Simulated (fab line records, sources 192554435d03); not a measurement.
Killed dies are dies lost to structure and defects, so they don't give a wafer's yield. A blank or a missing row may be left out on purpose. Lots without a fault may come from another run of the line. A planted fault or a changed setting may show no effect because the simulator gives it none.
Split-lot experiment | flow n5_finfet | 7 lots, 21 wafers read, on a route of 1938 steps

THE SPLIT
At N5_BEOL_M0_SAQP_PECVD_03 (deposits SiCN from 3MS/NH3, target thk 12 nm, time 21.1 s), the setting time_s was moved away from the recipe's 21.1 s on 5 of the 21 wafers read, by -13.4% to +10.6%. The other wafers ran this setting at the recipe's value.

The reading is taken at the split's own step.

THE READING
SiCN_of_BEOL_M0_SAQP_PECVD_03.thk_nm (the simulator's own value, which no gauge read), in nm, at N5_BEOL_M0_SAQP_PECVD_03 (deposits SiCN from 3MS/NH3, target thk 12 nm, time 21.1 s). The file gives no usual value for it. The 16 wafers here that ran the recipe average 11.9 nm, standard deviation 0.18 nm.

wafer  | tool, chamber at the split | time_s as run, s | against the recipe | SiCN_of_BEOL_M0_SAQP_PECVD_03.thk_nm, nm | against lot-mates on the recipe
L075.2 | pecvd-03, 2                | 21.1             | recipe             | 12.2                                     | -
L075.5 | pecvd-03, 2                | 22.15            | +5.0%              | 12.6                                     | +0.6
L075.6 | pecvd-03, 1                | 21.1             | recipe             | 11.8                                     | -
L080.1 | pecvd-02, 2                | 21.1             | recipe             | 11.6                                     | -
L080.2 | pecvd-02, 0,1              | 21.1             | recipe             | 11.8                                     | -
L080.3 | pecvd-02, 0,1              | 21.1             | recipe             | 11.8                                     | -
L083.1 | pecvd-03, 1,0              | 21.1             | recipe             | 11.8                                     | -
L083.6 | pecvd-03, 1,0              | 21.1             | recipe             | 11.8                                     | -
L083.4 | pecvd-03, 1                | 21.1             | recipe             | 12                                       | -
L086.2 | pecvd-03, 0                | 18.28            | -13.4%             | 10.2                                     | -1.8
L086.3 | pecvd-03, 1                | 21.1             | recipe             | 12                                       | -
L086.4 | pecvd-03, 2                | 18.28            | -13.4%             | 10.6                                     | -1.4
L087.2 | pecvd-03, 2                | 21.1             | recipe             | 12                                       | -
L087.3 | pecvd-03, 0                | 21.1             | recipe             | 12.2                                     | -
L087.4 | pecvd-03, 0                | 21.1             | recipe             | 12.2                                     | -
L088.1 | pecvd-02, 0                | 21.1             | recipe             | 12.2                                     | -
L088.4 | pecvd-02, 1,0              | 23.33            | +10.6%             | 13.6                                     | +1.4
L088.5 | pecvd-02, 1,0              | 23.33            | +10.6%             | 13.6                                     | +1.4
L096.2 | pecvd-01, 0                | 21.1             | recipe             | 11.8                                     | -
L096.4 | pecvd-01, 2,0              | 21.1             | recipe             | 12                                       | -
L096.6 | pecvd-01, 2,0              | 21.1             | recipe             | 12                                       | -
Where a row lists several chambers, the file gives one row for several wafers and doesn't say which wafer went through which chamber.

THE FIT
A straight line over all 21 wafers: SiCN_of_BEOL_M0_SAQP_PECVD_03.thk_nm changes by +0.131 nm for each +1% of time_s; r = +0.96; the points scatter about the line by 0.2 nm.
The same after taking each lot's own level away (the mean of its wafers on the recipe; 21 wafers): +0.124 nm for each +1%; r = +0.99; scatter 0.12 nm.
On that fit, the largest move of time_s shifts the reading by 1.7 nm.
The lots' own levels span 11.73 to 12.20 nm, that is 2.6 times the standard deviation above.
So the lot-to-lot level changes the slope little: the two slopes agree.
Check: with one of the wafers moved furthest among these (-13.4%) left out of the fit, the line predicts -1.57 nm for it against its lot-mates. It came out at -1.8 nm against them.

OTHER SPLITS ON THESE WAFERS
These wafers also went through other splits before the reading. Each is held against what the fit with the lots' levels taken away leaves over:
other split on the same wafers           | wafers away from the commonest value | r with SiCN_of_BEOL_M0_SAQP_PECVD_03.thk_nm (lot level and that fit taken away)
N5_HKMG_FIN_ETCH_58 source_w             | 8                                    | -0.02
N5_MOL_CONTACT_COAG_ETCH_15 source_w     | 3                                    | +0.22
N5_MOL_CONTACT_COAG_CVD_140 target_thk_a | 8                                    | -0.11

THE FILE'S OWN FIT
SiCN_of_BEOL_M0_SAQP_PECVD_03.thk_nm changes by +0.124 nm for each +1% of time_s, r = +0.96.
